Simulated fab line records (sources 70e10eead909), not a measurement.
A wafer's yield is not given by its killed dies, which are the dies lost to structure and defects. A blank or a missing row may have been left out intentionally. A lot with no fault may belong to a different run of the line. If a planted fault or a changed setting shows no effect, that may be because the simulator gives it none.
Problem report, 8D (eight disciplines) form, completed by code | flow nand-harc | the parts of the form that need people (team, actions taken, sign-off) are left out

## 1. THE PROBLEM
Wafers without a fault read 997 nm, standard deviation 11; thk-nm at NHARC_A_ONON_D1_THK_MEAS_18 reads a mean of 1583 nm on 6 wafers belonging to 2 lots. That puts it +53 standard deviations away from the usual mean.
The step: measures by ellipsometry.
First observed at day 14 06:05: wafer L973.3, on film-metro-01. The record holds 36 wafers of 12 lots with a number at this step. The rule behind "out" and "out of limits": a value lying over 4 standard deviations away from the usual mean. Any other wafer with a number is counted as sound.

## 2. WHAT IT IS, AND WHAT IT ISN'T
question                    | is                           | is not
which readings at this step | thk-nm                       | -
which lots                  | L973, L974                   | L958, L960, L961, L964, L966, L967, L969, L972, L979, L981
which wafers of those lots  | all that have a number       | -
read on which gauges        | film-metro-01, film-metro-02 | -
when                        | from day 14 06:05            | up to then (24 sound wafers); but 6 sound wafers of L979, L981 came after

## 3. THE SUSPECTS, EACH WITH WHAT RULES IT OUT
Counting: a tool at any process step up to the reading remains a suspect when it ran all the lots that are out and ran no sound lot after the first of those.
- ruled out: the gauge at NHARC_A_ONON_D1_THK_MEAS_18. The wafers that are out were read on 2 gauges (film-metro-01, film-metro-02).
- pecvd-onon-01 at NHARC_A_ONON_D1_DEP_16 (target thk 1000 nm): kept. All lots that are out passed through it, beginning with L973 at day 14 05:42, and no sound lot followed; its final sound lot before that point was L969 at day 13 01:01.
The count leaves pecvd-onon-01 at NHARC_A_ONON_D1_DEP_16.

## 4. THE CAUSE (what the simulator had put in)
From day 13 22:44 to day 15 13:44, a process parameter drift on pecvd-onon-01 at NHARC_A_ONON_D1_DEP_16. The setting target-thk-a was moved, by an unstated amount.
Counting left only this tool.

## 5. THE CHAIN OF EFFECTS, in route order
Each row: a reading where the mean over the struck wafers with a number is more than 3 standard deviations away from the usual. Scope: only readings with a usual standard deviation given in the record; hours: median across lots of the time from each lot's start at the first step in this table that gives one to its start at this step; sigmas: change in usual standard deviations.
hours | step                        | reading         | usual  | on struck wafers | change | sigmas
0     | NHARC_A_ONON_D1_THK_MEAS_18 | thk-nm          | 997 nm | 1583             | +586   | +53
395   | NHARC_END_SORT_01           | killed-at-array | 46     | 674              | +628   | +42
395   | NHARC_END_SORT_01           | killed-dies     | 50     | 677              | +627   | +42

## 6. HOW IT WOULD HAVE BEEN CAUGHT EARLIER
7 hours passed between the start of the fault at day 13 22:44 and the first reading out of limits at a measuring or inspecting step in this record, taken at day 14 06:05.
Of the lots that are out (2), L974 began NHARC_A_ONON_D1_DEP_16 on pecvd-onon-01 after day 14 06:05. Had the tool been put on hold then, it would have been spared.
